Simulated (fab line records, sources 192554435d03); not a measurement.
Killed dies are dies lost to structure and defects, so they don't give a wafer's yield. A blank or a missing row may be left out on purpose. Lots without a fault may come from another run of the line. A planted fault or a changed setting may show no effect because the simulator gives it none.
Chamber matching | flow n5_finfet | N5_BEOL_M9_PECVD_70 on pecvd-01: 3 sister chambers
The step deposits SiO2 from TEOS/O2, target thk 20 nm, time 22.7 s. 3 wafers are shown with their chamber, then 12 later ones without.

WAFERS WITH THEIR CHAMBER
wafer  | chamber | throttle_valve_pct (%)
L089.4 | 2       | 21.1
L090.4 | 0       | 21.4
L090.6 | 1       | 25.6

WAFERS WITHOUT THEIR CHAMBER
wafer  | throttle_valve_pct (%)
L091.1 | 25.5
L091.2 | 21.1
L091.4 | 25.6
L094.3 | 21.0
L094.5 | 21.2
L094.6 | 25.5
L093.1 | 21.3
L093.2 | 20.9
L093.4 | 21.0
L095.1 | 21.0
L095.2 | 21.3
L095.3 | 25.9

WHICH CHAMBER EACH WENT THROUGH
wafer  | from the rows above     | in truth
L091.1 | 1                       | 1
L091.2 | 2                       | 2
L091.4 | 1                       | 1
L094.3 | 2                       | 2
L094.5 | can't be placed: 2 or 0 | 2
L094.6 | 1                       | 1
L093.1 | can't be placed: 0 or 2 | 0
L093.2 | 2                       | 2
L093.4 | 2                       | 2
L095.1 | 2                       | 2
L095.2 | can't be placed: 0 or 2 | 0
L095.3 | 1                       | 1
Placed correctly: 9 of 12. Can't be placed from these rows: 3 (the true chamber is among the candidates in 3). Placed wrongly: 0.
How it was worked out, from the rows above alone: a wafer's distance from a chamber is the root of the sum, over the readings, of the square of ((its reading less the chamber's mean) divided by the reading's scatter). The wafer belongs to the nearest chamber; if the next one is less than 2 further off, it can't be placed. A chamber's mean is the mean of its shown wafers. The scatter: with one shown wafer a chamber, the root of the mean of the squares of how far each hidden wafer lies from its nearest shown one.
